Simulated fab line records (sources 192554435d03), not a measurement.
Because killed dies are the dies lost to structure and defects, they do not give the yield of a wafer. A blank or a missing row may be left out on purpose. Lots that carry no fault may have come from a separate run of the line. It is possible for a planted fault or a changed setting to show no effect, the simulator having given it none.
fab line records	flow n5Finfet
[record] lots = 7	wafers = 39
route steps=1938 shown HKMG_FIN@435 MOL_CONTACT_COAG@579
startH: start of the lot's first displayed wafer, in hours after the record's first day	waitH: hours from the lot's prior step to this one	" as in the row above	L1.1+2: several wafers, shown together as one row	- value missing, or start not given	* or withheld: withheld	< > ~ a bound
route shown NAME@n: a module of which the file shows steps, and the number in the route of the first	usual: average and standard deviation across the fault-free wafers	same: alike in all rows	chamber/n: place in a boat	sites: each site's reading	_std_site: the standard deviation of these	_edge_site: mean of outer sites minus mean of inner sites	radiusMm: how far each site lies from the wafer's centre	mask NAME#n: copy n	behind: the tool/chamber that last shaped the wafer	hold: reason for holding the lot/hours on hold/outcome of the hold	device: which transistor (n, p or np) failed to switch	end of line: the tests these same wafers got at the end of their route	a step with no rows: only its recipe	killed: dies lost to structure and defects at the first sort, not the wafer's yield	map: shows each die of a wafer: x if killed, . if not, _ if none is there
set.NAME: the setting that was run; set.NAME@STEP: the one run at that earlier step	model.NAME: the simulator's own value behind a step, which no gauge read
lots with deliberately changed settings; one table per step, one row per wafer
[[steps]]
[step N5_HKMG_FIN_ETCH_32]
[recipe] chemistry = N2/H2	target = SOC	targetDepthA = 2400	tempC = 40	timeS = 300	ionEnergyEv = 200	maskMaterial = SiARC	pressureMtorr = 30	sourceW = 840	biasW = 150	n2FlowSccm = 200	h2FlowSccm = 200
lot.wafer	tool	chamber	startH	waitH	set.targetDepthA	model.HKMG_FIN.featureDepthNm	model.etch.depthNm
L076.1	rieDiel-04	0	89.31	0.0	2400	240.4	240.5
L076.2	"	2	"	"	2192	217.2	217.3
L076.3	"	3	"	"	2400	244.8	244.8
L076.4	"	1	"	"	2192	213.4	213.3
L076.5	"	1	"	"	2192	212.6	212.6
L076.6	"	0	"	"	2400	239.8	239.8
L083.1	rieDiel-05	3	129.54	0.0	2182	220.2	220.3
L083.2	"	2	"	"	2400	244.6	244.5
L083.3	"	1	"	"	2182	226.2	226.2
L083.4	"	3	"	"	2400	240.6	240.6
L083.5	"	2	"	"	2400	243.6	243.5
L083.6	"	1	"	"	2182	230.4	230.3
L084.1	rieDiel-06	1	136.49	0.0	2124	217.6	217.6
L084.2+6	"	3	"	"	2400	238.8	238.8
L084.3	"	0	"	"	2124	201.4	201.3
L084.4	"	1	"	"	2124	219.4	219.5
L084.5	"	0	"	"	2400	229	229.1
L085.1	rieDiel-06	0	138.97	0.0	2102	200.2	200.2
L085.2	"	1	"	"	2400	248.6	248.5
L085.3	"	3	"	"	2102	211.4	211.3
L085.4	"	1	"	"	2400	248.4	248.4
L085.5	"	0	"	"	2102	201.8	201.8
L085.6	"	3	"	"	2400	240.8	240.8
L090.1	rieDiel-06	0	170.77	0.0	2400	232.4	232.4
L090.2	"	2	"	"	2400	244.2	244.2
L090.3	"	3	"	"	2400	242.6	242.6
L090.4	"	0	"	"	2400	232	232
L090.5	"	2	"	"	2400	241.6	241.7
L090.6	"	3	"	"	2400	242.4	242.5
L095.1	rieDiel-06	1	200.07	0.0	2701	289.4	289.4
L095.2	"	0	"	"	2701	259.6	259.5
L095.3	"	3	"	"	2400	239.6	239.7
L095.4	"	2	"	"	2400	241.8	241.7
L095.5	"	0	"	"	2400	231	231.1
L095.6	"	1	"	"	2701	288.6	288.7
L096.1	rieDiel-04	2	211.64	0.0	2400	239.8	239.9
L096.4	"	0	"	"	2400	252.6	252.7
L096.6	"	2	"	"	2400	239.4	239.4
[step N5_MOL_CONTACT_COAG_ALD_131]
[recipe] material = SiO2	targetThkA = 50	tempC = 100	aldPrecursorFamily = BDEAS	aldCoReactant = O2-plasma	pulseTimeS = 1	coReactantPulseTimeS = 1	purgeTimeS = 2	coReactantPurgeTimeS = 2	aldCycles = 35	pressureTorr = 2
lot.wafer	tool	chamber	startH	waitH	set.aldCycles	model.SiO2_of_MOL_CONTACT_COAG_ALD_131.thkNm
L076.1+2+3+4+5+6	aldSin-01	3,0,2,1,2,3	111.65	0.2	35	5
L083.1+2+6	aldSin-03	0,1,0	152.58	0.1	38	5.4
L083.3+4+5	"	2,3,1	"	"	35	5
L084.1+2+5	aldSin-04	2,3,3	162.86	0.1	31	4.4
L084.3+4+6	"	1,0,0	"	"	35	5
L085.1+2+3+4+5+6	aldSin-03	1,2,0,3,2,1	163.04	0.1	35	5
L090.1	aldSin-03	1	195.61	0.1	33	4.6
L090.2+3+5	"	0,2,3	"	"	35	5
L090.4+6	"	3,0	"	"	33	4.8
L095.1+4+5	aldSin-03	1,2,2	223.25	0.1	35	5
L095.2+3+6	"	0,3,3	"	"	32	4.6
L096.1+4+6	aldSin-04	2,3,1	236.47	0.1	35	5
[[key]]
[split] step = N5_HKMG_FIN_ETCH_32	setting = targetDepthA	stated = 2400	by = wafer
[response] step = N5_HKMG_FIN_ETCH_32	reading = model.HKMG_FIN.featureDepthNm	change = +2.82	per = 1%	r = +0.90
[response] step = N5_HKMG_FIN_ETCH_32	reading = model.etch.depthNm	change = +2.82	per = 1%	r = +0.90
[split] step = N5_MOL_CONTACT_COAG_ALD_131	setting = aldCycles	stated = 35	by = wafer
[response] step = N5_MOL_CONTACT_COAG_ALD_131	reading = model.SiO2_of_MOL_CONTACT_COAG_ALD_131.thkNm	change = +0.0491	per = 1%	r = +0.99
